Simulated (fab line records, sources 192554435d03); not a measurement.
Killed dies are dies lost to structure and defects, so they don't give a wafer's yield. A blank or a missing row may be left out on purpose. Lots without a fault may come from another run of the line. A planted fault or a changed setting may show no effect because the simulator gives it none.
Chamber matching | flow n5_finfet | N5_MOL_CONTACT_COAG_ETCH_47 on rie_diel-02: 4 sister chambers
The step etches SiNx in CH3F/O2, stops on W, target depth 27 nm. 16 wafers are shown with their chamber, then 8 later ones without.

WAFERS WITH THEIR CHAMBER
wafer  | chamber | showerhead_plenum_p_Torr (Torr) | oes_product_au (a.u.) | throttle_valve_pct (%)
L077.2 | 2       | 1.96                            | 0.85                  | 16.02
L077.4 | 0       | 2.08                            | 0.66                  | 16.08
L077.5 | 2       | 1.96                            | 0.84                  | 16.02
L081.1 | 0       | 2.08                            | 0.66                  | 16.11
L081.2 | 2       | 1.96                            | 0.82                  | 16.05
L081.5 | 2       | 1.96                            | 0.82                  | 16.04
L082.1 | 3       | 2.08                            | 0.66                  | 16.26
L082.3 | 2       | 1.96                            | 0.81                  | 16.04
L082.4 | 1       | 1.96                            | 0.85                  | 16.04
L084.1 | 0       | 2.07                            | 0.65                  | 16.13
L084.3 | 2       | 1.96                            | 0.80                  | 16.06
L084.4 | 3       | 2.08                            | 0.66                  | 16.29
L089.3 | 3       | 2.08                            | 0.65                  | 16.30
L089.5 | 0       | 2.07                            | 0.64                  | 16.13
L089.6 | 3       | 2.08                            | 0.66                  | 16.28
L094.1 | 3       | 2.07                            | 0.64                  | 16.33

SIGNATURES (means of the wafers above)
reading                  | chamber 0 | chamber 1 | chamber 2 | chamber 3 | scatter within a chamber
showerhead_plenum_p_Torr | 2.0750    | 1.9600    | 1.9600    | 2.0780    | 0.00387
oes_product_au           | 0.6525    | 0.8500    | 0.8233    | 0.6540    | 0.0139
throttle_valve_pct       | 16.1125   | 16.0400   | 16.0383   | 16.2920   | 0.0217
Rule: a wafer's distance from a chamber is the root of the sum, over the readings, of the square of ((its reading less the chamber's mean) divided by the reading's scatter). The wafer belongs to the nearest chamber; if the next one is less than 2 further off, it can't be placed. The scatter: the root of (the sum of the squares of (reading less its chamber's mean) over the shown wafers, divided by (wafers less chambers)).

WAFERS WITHOUT THEIR CHAMBER
wafer  | showerhead_plenum_p_Torr (Torr) | oes_product_au (a.u.) | throttle_valve_pct (%)
L094.3 | 1.96                            | 0.79                  | 16.09
L094.4 | 1.96                            | 0.78                  | 16.11
L095.1 | 2.07                            | 0.65                  | 16.33
L095.2 | 1.95                            | 0.78                  | 16.10
L095.5 | 1.95                            | 0.77                  | 16.10
L097.2 | 1.95                            | 0.76                  | 16.09
L097.5 | 1.95                            | 0.77                  | 16.08
L097.6 | 1.95                            | 0.77                  | 16.12

WHICH CHAMBER EACH WENT THROUGH
wafer  | from the rows above     | in truth
L094.3 | can't be placed: 2 or 1 | 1
L094.4 | can't be placed: 2 or 1 | 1
L095.1 | 3                       | 3
L095.2 | can't be placed: 2 or 1 | 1
L095.5 | can't be placed: 2 or 1 | 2
L097.2 | can't be placed: 2 or 1 | 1
L097.5 | can't be placed: 2 or 1 | 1
L097.6 | can't be placed: 2 or 1 | 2
Placed correctly: 1 of 8. Can't be placed from these rows: 7 (the true chamber is among the candidates in 7). Placed wrongly: 0.
